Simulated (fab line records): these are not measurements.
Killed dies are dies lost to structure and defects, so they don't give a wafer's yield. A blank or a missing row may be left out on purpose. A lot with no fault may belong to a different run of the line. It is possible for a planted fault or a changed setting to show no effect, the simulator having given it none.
fab line records	flow nand-harc
[record] lots = 6	wafers = 18	last-day = 26
route steps=1159 shown P_GATE@120 END@1159
lots untouched by any fault: they come from a run of this same line in which no faults occurred
start-h: start of the lot's first displayed wafer, in hours after the record's first day	wait-h: hours elapsed since this lot's preceding step	" identical to the entry in the row above	L1.1+2: a row that stands for several wafers	- no value, or no start was given	* or withheld: withheld	< > ~ a bound
route shown NAME@n: names a module that has steps shown in the file, with the first one's number in the route	usual: mean/standard deviation of fault-free wafers	same: alike in all rows	chamber/n: place in a boat	sites: the reading at each site	_std_site: their standard deviation	_edge_site: outer sites' mean less inner sites'	radius-mm: how far each site lies from the wafer's centre	mask NAME#n: copy n	behind: tool/chamber where the wafer was last shaped	hold: why the lot went on hold/how many hours it stayed there/how the hold came to an end	device: which transistor (n, p or np) failed to switch	end of line: at the end of the route, the tests of the same wafers	a step with no rows: only its recipe	killed: at the first sort, the dies lost to defects and structure; wafer yield is something else	map: per-die view of a wafer (x killed, . not killed, _ where there is no die)
set.NAME: the setting as run; set.NAME@STEP: as run at that earlier step	model.NAME: the simulator's own value behind a step, which no gauge read
a table for each step, a row for each wafer; lots at some steps of the route
services: when a tool's chamber went out of use (start-h, in hours from the record's first day, below 0 if earlier), for how many hours, and the reason
[[steps]]
[step NHARC_P_GATE_PEB_09]
[recipe] peb-temp-c = 118	peb-time-s = 85
[step NHARC_P_GATE_DEVELOP_10]
[recipe] time-s = 70
[step NHARC_P_GATE_CD_MEAS_11]
[recipe] target-cd-nm = 1640	landing-energy-ev = 500
[usual] cd-nm = 1640.6/2.1
lot.wafer	tool	chamber	start-h	wait-h	cd-nm
L933.1	cd-sem-02	0	82.76	-	1643.0
L933.2	"	0	"	"	1641.6
L933.6	"	0	"	"	1639.1
L940.1	cd-sem-03	0	120.93	-	1641.0
L940.2	"	0	"	"	1638.1
L940.4	"	0	"	"	1638.8
L941.2	cd-sem-03	0	125.94	-	1640.5
L941.4	"	0	"	"	1643.9
L941.6	"	0	"	"	1640.5
L944.1	cd-sem-01	0	153.22	-	1640.5
L944.5	"	0	"	"	1643.4
L944.6	"	0	"	"	1638.5
L953.3	cd-sem-02	0	202.15	-	1639.8
L953.5	"	0	"	"	1641.0
L953.6	"	0	"	"	1638.5
L954.1	cd-sem-01	0	208.03	-	1639.0
L954.2	"	0	"	"	1639.5
L954.4	"	0	"	"	1637.4
[step NHARC_P_GATE_HARDBAKE_12]
[recipe] temp-c = 125	time-s = 80
[step NHARC_P_GATE_DESCUM_13]
[recipe] time-s = 3	o2-flow-sccm = 200	ar-flow-sccm = 0	bias-power-w = 0	chemistry = O2
[usual] drypump-motor-current-A = 5.7/0.54	oes-product-au = 0.994/0.0091	rf-vpp-V = 57.9/0.95	showerhead-plenum-p-Torr = 1.94/0.074	throttle-valve-pct = 11.311/0.0089
lot.wafer	tool	chamber	start-h	wait-h	drypump-motor-current-A	oes-product-au	rf-hours-counter-h	rf-vpp-V	showerhead-plenum-p-Torr	throttle-valve-pct
L933.1	rie-diel-11	0	82.93	-	5.8	0.988	25	58.3	1.96	11.322
L933.2	"	1	"	"	5.5	0.984	24	59.2	2.03	11.301
L933.6	"	0	"	"	5.8	1.001	-	58.0	1.96	11.316
L940.1	rie-diel-07	0	121.09	-	6.7	0.994	22	56.7	1.86	11.321
L940.2	"	2	"	"	6.0	0.993	7	58.6	2.02	11.294
L940.4	"	3	"	"	5.6	1.006	21	57.8	2.07	11.303
L941.2	rie-diel-07	0	126.09	-	6.7	0.995	23	55.6	1.86	11.317
L941.4	"	1	"	"	4.8	0.994	17	57.4	1.88	11.299
L941.6	"	1	"	"	4.8	0.998	-	57.0	1.88	11.308
L944.1	rie-diel-07	1	153.39	-	4.7	0.989	27	57.5	1.87	11.327
L944.5	"	0	"	"	6.8	0.993	-	58.2	1.86	11.305
L944.6	"	1	"	"	4.7	0.982	-	56.9	1.87	11.295
L953.3	rie-diel-11	2	202.31	-	5.5	0.998	1	57.1	1.79	11.325
L953.5	"	2	"	"	5.5	0.998	-	57.5	1.78	11.321
L953.6	"	3	"	"	6.6	1.008	-	57.4	1.97	11.314
L954.2	rie-diel-13	3	208.20	-	6.2	0.998	19	58.3	1.99	11.313
L954.1	"	0	"	"	5.6	0.997	20	57.2	1.92	11.303
L954.4	"	2	"	"	6.0	1.009	18	56.4	1.82	11.327
[step NHARC_P_GATE_ETCH_14]
[recipe] target-depth-a = 488	chemistry = dHF	material = SiO2
[step NHARC_P_GATE_STRIP_15]
[recipe] time-s = 780	temp-c = 130	chemistry = SPM
[step NHARC_P_GATE_PRECLEAN_71]
[recipe] time-s = *	temp-c = 50	bath-age-min = 0	chemistry = SC1
[step NHARC_P_GATE_SRD_72]
[step NHARC_P_GATE_OXIDE_16]
[recipe] target-thk-a = 30	temp-c = 875	ox-time-s = 392	material = SiO2
[step NHARC_P_GATE_CVD_17]
[recipe] target-thk-a = 1500	temp-c = 620	time-s = 900	material = poly-Si
[step NHARC_P_GATE_HM_DEP_102]
[recipe] target-thk-a = 1200	temp-c = 400	material = aC
[usual] throttle-valve-pct = 34.999/0.0096
lot.wafer	tool	chamber	start-h	wait-h	throttle-valve-pct
L933.1	acl-dep-01	0	95.22	0.5	35.011
L933.2	"	0	"	"	34.992
L933.6	"	0	"	"	34.987
L940.1	acl-dep-02	0	133.37	0.4	34.993
L940.2	"	0	"	"	34.991
L940.4	"	0	"	"	34.995
L941.2	acl-dep-03	0	141.44	0.5	35.012
L941.4	"	0	"	"	34.988
L941.6	"	0	"	"	35.004
L944.1	acl-dep-03	0	165.78	0.4	34.987
L944.5	"	0	"	"	35.001
L944.6	"	0	"	"	35.000
L953.3	acl-dep-01	0	215.73	1.2	34.991
L953.5	"	0	"	"	34.988
L953.6	"	0	"	"	35.013
L954.1	acl-dep-03	0	220.72	0.4	34.993
L954.2	"	0	"	"	35.012
L954.4	"	0	"	"	34.984
[step NHARC_P_GATE_DEP_103]
[recipe] target-thk-a = 300	target-thk-nm = 30	temp-c = 400	flow-sccm = 200	rf-w = 350	material = SiON
[usual] heater-power-w = 737/67
lot.wafer	tool	chamber	start-h	wait-h	heater-power-w
L933.1	pecvd-02	0	95.90	0.6	791
L933.2	"	1	"	"	760
L933.6	"	1	"	"	755
L940.2	pecvd-02	1	134.05	0.5	741
L940.1	"	2	"	"	624
L940.4	"	0	"	"	758
L941.2	pecvd-02	0	142.00	0.4	724
L941.4	"	1	"	"	741
L941.6	"	2	"	"	643
L944.1	pecvd-03	0	166.46	0.6	795
L944.6	"	2	"	"	808
L944.5	"	1	"	"	791
L953.3	pecvd-03	0	216.17	0.3	784
L953.5	"	0	"	"	808
L953.6	"	2	"	"	856
L954.1	pecvd-04	1	221.42	0.6	804
L954.2	"	2	"	"	736
L954.4	"	1	"	"	654
[step NHARC_P_GATE_DEHYDRATE_18]
[recipe] temp-c = 150	time-s = 120
[step NHARC_P_GATE_HMDS_19]
[recipe] time-s = 30
[step NHARC_P_GATE_COAT_20]
[recipe] spin-rpm = 1500	resist-thk-nm = 90
[step NHARC_P_GATE_SOFTBAKE_21]
[recipe] temp-c = 105	time-s = 55
[step NHARC_P_GATE_EBR_22]
[step NHARC_P_GATE_EXPOSE_23]
[recipe] na = 1.35	target-cd-nm = 120	dose-mj = 93.91	mask-id = P_GATE
[step NHARC_P_GATE_PEB_24]
[recipe] peb-temp-c = 100	peb-time-s = 65
[step NHARC_P_GATE_DEVELOP_25]
[recipe] develop-time-s = 35	dev-temp-c = 23
[step NHARC_P_GATE_CD_MEAS_26]
[recipe] target-cd-nm = 120	landing-energy-ev = 500
[usual] cd-nm = 119.8/0.65
lot.wafer	tool	chamber	start-h	wait-h	cd-nm
L933.1	cd-sem-03	0	96.58	-	120.6
L933.2	"	0	"	"	120.5
L933.6	"	0	"	"	120.1
L940.1	cd-sem-03	0	134.70	-	119.3
L940.2	"	0	"	"	120.5
L940.4	"	0	"	"	119.2
L941.2	cd-sem-03	0	142.56	-	120.0
L941.4	"	0	"	"	121.0
L941.6	"	0	"	"	121.0
L944.1	cd-sem-03	0	167.11	-	119.2
L944.5	"	0	"	"	119.4
L944.6	"	0	"	"	119.1
L953.3	cd-sem-03	0	216.73	-	120.2
L953.5	"	0	"	"	119.8
L953.6	"	0	"	"	120.2
L954.1	cd-sem-02	0	221.94	-	119.5
L954.2	"	0	"	"	119.2
L954.4	"	0	"	"	119.4
[step NHARC_P_GATE_OVL_MEAS_27]
[usual] overlay-x-nm = 0.0/0.83	overlay-y-nm = -0.1/0.74
lot.wafer	tool	chamber	start-h	wait-h	overlay-x-nm	overlay-y-nm
L933.1	overlay-01	-	96.67	-	1.5	-0.7
L933.2	"	-	"	"	1.7	-1.4
L933.6	"	-	"	"	1.3	-0.8
L940.1	overlay-01	-	134.79	-	-1.4	0.9
L940.2	"	-	"	"	-1.1	0.6
L940.4	"	-	"	"	-0.5	1.2
L941.2	overlay-02	-	142.65	-	0.3	0.4
L941.4	"	-	"	"	0.1	0.6
L941.6	"	-	"	"	0.4	0.7
L944.1	overlay-01	-	167.20	-	-0.9	0.6
L944.5	"	-	"	"	-1.5	0.3
L944.6	"	-	"	"	-1.2	0.3
L953.3	overlay-02	-	216.82	-	-0.5	0.7
L953.5	"	-	"	"	0.0	0.9
L953.6	"	-	"	"	-1.1	0.9
L954.1	overlay-02	-	222.03	-	0.1	-0.4
L954.2	"	-	"	"	0.5	-0.4
L954.4	"	-	"	"	-0.1	0.2
[step NHARC_P_GATE_INSPECT_28]
[usual] raw-defect-count = 6.5/3
lot.wafer	tool	chamber	start-h	wait-h	raw-defect-count
L933.1	defect-inspect-02	-	96.70	0.0	3
L933.2	"	-	"	"	7
L933.6	"	-	"	"	7
L940.1	defect-inspect-01	-	134.83	0.0	4
L940.2	"	-	"	"	7
L940.4	"	-	"	"	40
L941.2	defect-inspect-01	-	142.69	0.0	33
L941.4	"	-	"	"	2
L941.6	"	-	"	"	7
L944.1	defect-inspect-02	-	167.24	0.0	7
L944.5	"	-	"	"	4
L944.6	"	-	"	"	7
L953.3	defect-inspect-02	-	216.85	0.0	7
L953.5	"	-	"	"	8
L953.6	"	-	"	"	11
L954.1	defect-inspect-01	-	222.07	0.0	9
L954.2	"	-	"	"	6
L954.4	"	-	"	"	1
[step NHARC_P_GATE_DESCUM_31]
[recipe] time-s = 3	o2-flow-sccm = 200	ar-flow-sccm = 0	bias-power-w = 0	chemistry = O2
[usual] drypump-motor-current-A = 5.8/0.49	oes-product-au = 0.996/0.0084	rf-vpp-V = 57.8/0.92	showerhead-plenum-p-Torr = 1.93/0.083	throttle-valve-pct = 11.311/0.0085
lot.wafer	tool	chamber	start-h	wait-h	drypump-motor-current-A	oes-product-au	rf-hours-counter-h	rf-vpp-V	showerhead-plenum-p-Torr	throttle-valve-pct
L933.1	rie-diel-07	3	96.85	0.2	5.5	0.999	12	57.4	2.07	11.294
L933.2	"	1	"	"	4.7	0.993	13	58.2	1.88	11.326
L933.6	"	0	"	"	6.7	0.995	-	56.9	1.87	11.320
L940.4	rie-diel-13	0	134.89	0.1	5.6	1.001	5	57.3	1.93	11.312
L940.1	"	1	"	"	5.2	0.993	6	59.2	1.96	11.310
L940.2	"	3	"	"	6.2	0.986	5	57.2	2.00	11.307
L941.4	rie-diel-11	3	142.75	0.1	6.6	1.001	45	58.0	1.98	11.312
L941.2	"	1	"	"	5.5	1.007	47	59.0	2.02	11.299
L941.6	"	3	"	"	6.6	1.005	-	57.0	1.98	11.312
L944.1	rie-diel-11	0	167.33	0.1	5.8	1.008	57	57.2	1.95	11.317
L944.5	"	1	"	"	5.5	0.996	-	57.2	2.02	11.294
L944.6	"	2	"	"	5.5	0.994	-	58.4	1.79	11.326
L953.3	rie-diel-13	3	216.94	0.1	6.2	0.985	21	59.0	1.99	11.305
L953.6	"	1	"	"	5.2	1.004	-	58.0	1.95	11.315
L953.5	"	2	"	"	6.0	0.999	-	56.8	1.82	11.316
L954.2	rie-diel-11	3	222.13	0.1	6.6	1.013	10	58.6	1.97	11.307
L954.4	"	0	"	"	5.8	1.008	9	57.3	1.95	11.314
L954.1	"	1	"	"	5.5	1.000	8	58.4	2.01	11.310
[step NHARC_END_SORT_01]
[recipe] temp-c = 25
[usual] killed-at-array = 27/12	killed-at-other = 0.9/1.1	killed-at-periphery = 3.2/2.4	killed-dies = 31/12	killed-open = 3.3/1.7	killed-short = 2.0/1.6
[same] gross-dies = 677
lot.wafer	tool	chamber	start-h	wait-h	killed-at-array	killed-at-other	killed-at-periphery	killed-dies	killed-open	killed-short
L940.4	prober-01	0	558.22	3.4	24	1	24	49	3	3
L941.2	prober-01	0	572.19	2.8	22	1	20	43	2	1
// killed by level:class
L940.4 P_GATE:unspecified=21 A_CHANNEL_HOLE_D1:chamber-film-flake=18 A_WL_FILL:geometric-particle:open=2 P_STI:geometric-particle:short=1 A_CHANNEL_HOLE_D1:geometric-particle:short=1 A_WL_FILL:geometric-particle:short=1 A_BLC:geometric-particle:open=1 P_GATE:chamber-film-flake=1
L941.2 A_CHANNEL_HOLE_D1:chamber-film-flake=19 P_GATE:unspecified=18 P_M0:geometric-particle:open=1 P_M1:geometric-particle:open=1 A_BONDPAD:geometric-particle:short=1 A_STAIRCASE:chamber-film-flake=1 A_BLC:chamber-film-flake=1 THIN_TSV:chamber-film-flake=1
// map L940.4 (x killed, . not)
____________.____________
_________.xx...x_________
_______...xx....xx_______
______....x.....x..______
_____...xxxxx.xx.xx._____
____....xx.x....x..x.____
____.......xx.....xx.____
___............x.xxxxx___
___.....x.xx......x.x.___
__........x.x......xx..__
__.....................__
_......................._
_......................._
_..x...................._
_......................._
_......................._
.........................
..............x..........
.........................
...........x............x
.........................
_......................._
_......................x_
_......................._
_......................._
_......................._
__.....................__
__.....................__
___...................___
___...................___
____.................____
____.................____
_____..............._____
______.......x.....______
_______.x........._______
_________......._________
____________.____________
// map L941.2 (x killed, . not)
____________.____________
_________......._________
_______.........x._______
______...........xx______
_____............xxx_____
____.........xx.x.xxx____
____..............xxx____
___..........xx.......___
___.........xx.xx...x.___
__..........xxx.x.x....__
__..........xxxx.x.....__
_.............xx........_
_..........x............_
_..............x........_
_..............x........_
_......................._
.........................
.........................
.........................
........................x
.......................x.
_......................._
_......................._
_......................._
_......................._
_......................._
__.....................__
__.....................__
___........x.......x..___
___...................___
____.................____
____.................____
_____..............._____
______.............______
_______x.........._______
_________x......_________
____________.____________
[[services]]
tool	chamber	start-h	hours	kind
rie-diel-07	3	67.88	2.8	repair
rie-diel-11	0	71.91	-	clean
rie-diel-11	1	71.91	-	clean
rie-diel-11	2	71.91	-	clean
rie-diel-11	3	71.91	-	clean
rie-diel-07	2	80.06	34.2	repair
rie-diel-11	0	96.41	-	clean
rie-diel-11	1	96.41	-	clean
rie-diel-13	-	99.00	9.0	pm
rie-diel-07	1	102.82	16.8	repair
pecvd-03	-	111.20	13.0	pm
acl-dep-01	-	111.53	13.0	pm
pecvd-04	0	123.23	16.0	repair
pecvd-04	-	126.87	0.9	repair
pecvd-04	2	130.30	5.5	repair
pecvd-02	-	153.00	13.0	pm
acl-dep-02	-	167.71	13.0	pm
rie-diel-11	3	174.31	11.6	repair
rie-diel-11	1	181.20	9.2	repair
rie-diel-11	-	189.54	9.0	pm
pecvd-04	-	195.00	13.0	pm
rie-diel-07	3	199.25	7.7	repair
pecvd-02	1	220.50	8.3	repair
pecvd-03	0	221.68	15.8	repair
[[key]]
[first-sign] step = NHARC_P_GATE_INSPECT_28	reading = raw-defect-count	direction = up	sigmas = 10	usual = 6.5	struck = 36.5
[effect] step = NHARC_END_SORT_01	reading = killed-at-periphery	direction = up	sigmas = 8	usual = 3.2	struck = 22
[more-kills-born-at] NHARC_P_GATE_DEP_103@pecvd-02 = 39
met-at NHARC_P_GATE_DEP_103
struck-wafers L940.4,L941.2
tester-left-out L940,L941
onset-between 95.90 134.05
[fault] kind = chamber-particle-source	tool = pecvd-02	chamber = 0	onset-h = 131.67	steps = NHARC_P_GATE_DEP_103	rate-per-visit-cm2 = 0.041355	end-h = 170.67
// tester-left-out: of these lots the tester's yield and bins aren't shown, on N5 and GAA mostly nor the transistor test; their killed dies are dies lost to structure and defects alone, not to doping, threshold or leakage, so they don't give the yield
